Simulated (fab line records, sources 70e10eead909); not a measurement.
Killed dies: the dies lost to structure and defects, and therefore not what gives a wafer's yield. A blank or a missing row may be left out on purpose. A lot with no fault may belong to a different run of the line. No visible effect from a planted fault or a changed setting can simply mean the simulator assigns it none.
What tool caused it?	flow nandHarc	24 lots with 72 wafers sampled at 3 steps, on a route of 1159 steps

WHAT THE GAUGES SHOWED, per wafer
NHARC_A_CHANNEL_FILL_D1_THK_MEAS_06: measures by ellipsometry. Usual: thkNm 5.0 nm, standard deviation 0.97.
lot	measured	on	thkNm (nm)	flag
L075	day 9 21:49	filmMetro-02	5.2 5.0 5.4	
L074	day 9 21:49	filmMetro-01	5.0 4.7 5.5	
L076	day 10 17:52	filmMetro-02	5.3 4.7 5.0	
L077	day 10 17:52	filmMetro-01	3.7 3.9 3.5	
L079	day 11 06:10	filmMetro-01	6.5 5.0 4.2	
L078	day 11 06:10	filmMetro-02	4.6 5.0 3.5	
L080	day 11 21:40	filmMetro-02	4.1 3.9 4.0	
L081	day 11 21:40	filmMetro-01	4.4 6.4 5.4	
L084	day 12 03:37	filmMetro-02	5.8 5.3 3.3	
L082	day 12 03:37	filmMetro-01	4.4 5.5 5.7	
L083	day 12 09:31	filmMetro-01	5.6 5.5 5.7	
L087	day 13 08:28	filmMetro-01	5.1 4.9 6.0	
L086	day 13 12:17	filmMetro-01	4.3 4.8 5.6	
L085	day 13 12:17	filmMetro-02	4.0 5.0 5.3	
L088	day 13 16:25	filmMetro-02	5.0 4.7 4.6	
L089	day 13 16:26	filmMetro-02	5.2 5.9 5.3	
L092	day 14 02:44	filmMetro-02	7.0 7.2 5.2	
L090	day 14 02:45	filmMetro-02	5.3 4.4 6.0	
L091	day 14 09:20	filmMetro-01	5.0 3.7 4.3	
L093	day 14 16:41	filmMetro-02	4.6 3.4 6.3	
L094	day 14 16:41	filmMetro-01	5.7 4.9 4.6	
L095	day 15 08:49	filmMetro-02	4.3 6.7 4.2	
L096	day 15 08:49	filmMetro-01	4.5 5.8 4.9	
L097	day 15 19:11	filmMetro-02	3.1 5.3 5.7	

WHAT TOOL EACH LOT RAN ON (gives the tool, then ch and the chambers of the sampled wafers, and finally the start)
lot	NHARC_A_CHANNEL_HOLE_D1_XSEM_31	NHARC_A_CHANNEL_FILL_D1_ETCHBACK_19
L075	xsem-02 ch 0, day 8 09:49	rieSi-04 ch 1,2,3, day 9 09:56
L074	xsem-01 ch 0, day 8 11:04	rieSi-01 ch 1,2,3, day 9 09:56
L076	xsem-02 ch 0, day 9 00:46	rieSi-02 ch 0,1,2, day 10 06:09
L077	xsem-01 ch 0, day 9 01:04	rieSi-01 ch 0,3, day 10 06:10
L079	xsem-02 ch 0, day 9 14:01	rieSi-02 ch 0,1,3, day 10 18:14
L078	xsem-01 ch 0, day 9 14:34	rieSi-01 ch 1,3, day 10 18:14
L080	xsem-02 ch 0, day 10 07:17	rieSi-04 ch 1,2,3, day 11 09:45
L081	xsem-01 ch 0, day 10 07:44	rieSi-01 ch 0,2, day 11 09:45
L084	xsem-02 ch 0, day 10 14:52	rieSi-04 ch 0,3, day 11 15:42
L082	xsem-01 ch 0, day 10 15:19	rieSi-01 ch 1,2,3, day 11 15:43
L083	xsem-02 ch 0, day 10 19:01	rieSi-04 ch 1,2,3, day 11 21:35
L087	xsem-01 ch 0, day 11 19:09	rieSi-01 ch 0,3, day 12 20:34
L086	xsem-02 ch 0, day 11 23:50	rieSi-01 ch 0,1,2, day 13 00:09
L085	xsem-01 ch 0, day 12 00:02	rieSi-04 ch 1,2,3, day 13 00:10
L088	xsem-02 ch 0, day 12 04:01	rieSi-04 ch 0,1,3, day 13 04:14
L089	xsem-01 ch 0, day 12 04:23	rieSi-01 ch 0,1,2, day 13 04:13
L092	xsem-02 ch 0, day 12 13:05	rieSi-02 ch 0,1,2, day 13 14:51
L090	xsem-01 ch 0, day 12 14:43	rieSi-04 ch 1,2,3, day 13 14:51
L091	xsem-02 ch 0, day 12 17:52	rieSi-04 ch 1,2, day 13 21:13
L093	xsem-01 ch 0, day 13 04:14	rieSi-02 ch 0,1, day 14 04:25
L094	xsem-02 ch 0, day 13 04:23	rieSi-04 ch 0,3, day 14 04:26
L095	xsem-01 ch 0, day 13 20:07	rieSi-04 ch 2,3, day 14 20:44
L096	xsem-01 ch 0, day 13 21:32	rieSi-01 ch 0,2,3, day 14 20:45
L097	xsem-01 ch 0, day 14 03:37	rieSi-01 ch 1,2,3, day 15 03:58
- NHARC_A_CHANNEL_HOLE_D1_XSEM_31
- NHARC_A_CHANNEL_FILL_D1_ETCHBACK_19: etches the open film in HBr/Cl2, target depth 5 nm, time 1.7 s.

AS READ BY THE TOOLS THEMSELVES (means over the sampled wafers that have a number; for cases with no such wafer, the mark the record gives instead)
NHARC_A_CHANNEL_HOLE_D1_XSEM_31. Usual: botCdNm 75.1 nm, standard deviation 2; bowNm 8.55 nm, standard deviation 0.21; tiltDeg 0.08 degrees, standard deviation 0.046.
lot	tool	botCdNm (nm)	bowNm (nm)	tiltDeg (degrees)	flag
L075	xsem-02	74.3	8.58	0.13	
L074	xsem-01	78.7	8.26	0.07	
L076	xsem-02	75.2	8.38	0.06	
L077	xsem-01	74.8	8.76	0.17	
L079	xsem-02	73.2	8.39	0.03	
L078	xsem-01	74.7	8.64	0.05	
L080	xsem-02	75.5	8.59	0.04	
L081	xsem-01	74.2	8.24	0.08	
L084	xsem-02	73.4	8.77	0.16	
L082	xsem-01	77.0	8.58	0.09	
L083	xsem-02	74.9	8.22	0.06	
L087	xsem-01	73.4	8.41	0.07	
L086	xsem-02	74.9	8.29	0.00	
L085	xsem-01	74.4	8.50	0.07	
L088	xsem-02	73.1	8.61	0.05	
L089	xsem-01	80.0	8.25	0.18	
L092	xsem-02	76.0	8.62	0.10	
L090	xsem-01	73.9	8.86	0.03	
L091	xsem-02	74.2	8.79	0.02	
L093	xsem-01	74.3	8.63	0.04	
L094	xsem-02	77.8	8.84	0.08	
L095	xsem-01	76.2	8.80	0.11	
L096	xsem-01	75.6	8.75	0.11	
L097	xsem-01	76.2	8.66	0.07	

NHARC_A_CHANNEL_FILL_D1_ETCHBACK_19. Usual: drypumpMotorCurrentA 5.6 A, standard deviation 0.41; oesProductAu 1.002 a.u., standard deviation 0.011; throttleValvePct 26.405 %, standard deviation 0.0085.
lot	tool	drypumpMotorCurrentA (A)	oesProductAu (a.u.)	throttleValvePct (%)	flag
L075	rieSi-04	5.4	1.008	26.394	
L074	rieSi-01	5.8	1.004	26.398	
L076	rieSi-02	5.8	0.997	26.406	
L077	rieSi-01	6.2	1.002	26.398	
L079	rieSi-02	5.8	0.998	26.398	
L078	rieSi-01	6.0	0.998	26.399	
L080	rieSi-04	5.4	1.002	26.409	
L081	rieSi-01	5.3	0.987	26.403	
L084	rieSi-04	5.6	0.997	26.409	
L082	rieSi-01	5.8	0.997	26.400	
L083	rieSi-04	5.4	1.007	26.408	
L087	rieSi-01	6.2	1.000	26.414	
L086	rieSi-01	5.5	1.004	26.403	
L085	rieSi-04	5.4	1.013	26.403	
L088	rieSi-04	5.6	0.997	26.400	
L089	rieSi-01	5.5	1.004	26.405	
L092	rieSi-02	5.8	0.993	26.413	
L090	rieSi-04	5.4	1.009	26.409	
L091	rieSi-04	5.2	1.018	26.399	
L093	rieSi-02	5.8	0.985	26.412	
L094	rieSi-04	5.5	0.999	26.414	
L095	rieSi-04	5.1	1.012	26.400	
L096	rieSi-01	5.7	0.996	26.396	
L097	rieSi-01	5.8	0.997	26.403	

THE ANSWER, worked out from the rows above alone
Rule: a lot counts as off when the mean over its wafers that have a number is more than 3 standard deviations away from the usual mean. Also off: a lot with no number at a reading for which 4 or more lots have one. The other lots that the step has rows for count as sound. After the gauges, taken in route order, come the tools' own readings; for these a lot's mean is taken, as printed above. The first step at which some lot is off is used, and at that step the reading that is off furthest; a lot without a number counts as furthest.
No lot is off on any of the readings shown, so nothing can be concluded from this.

WHAT HAD BEEN PUT IN BY THE SIMULATOR
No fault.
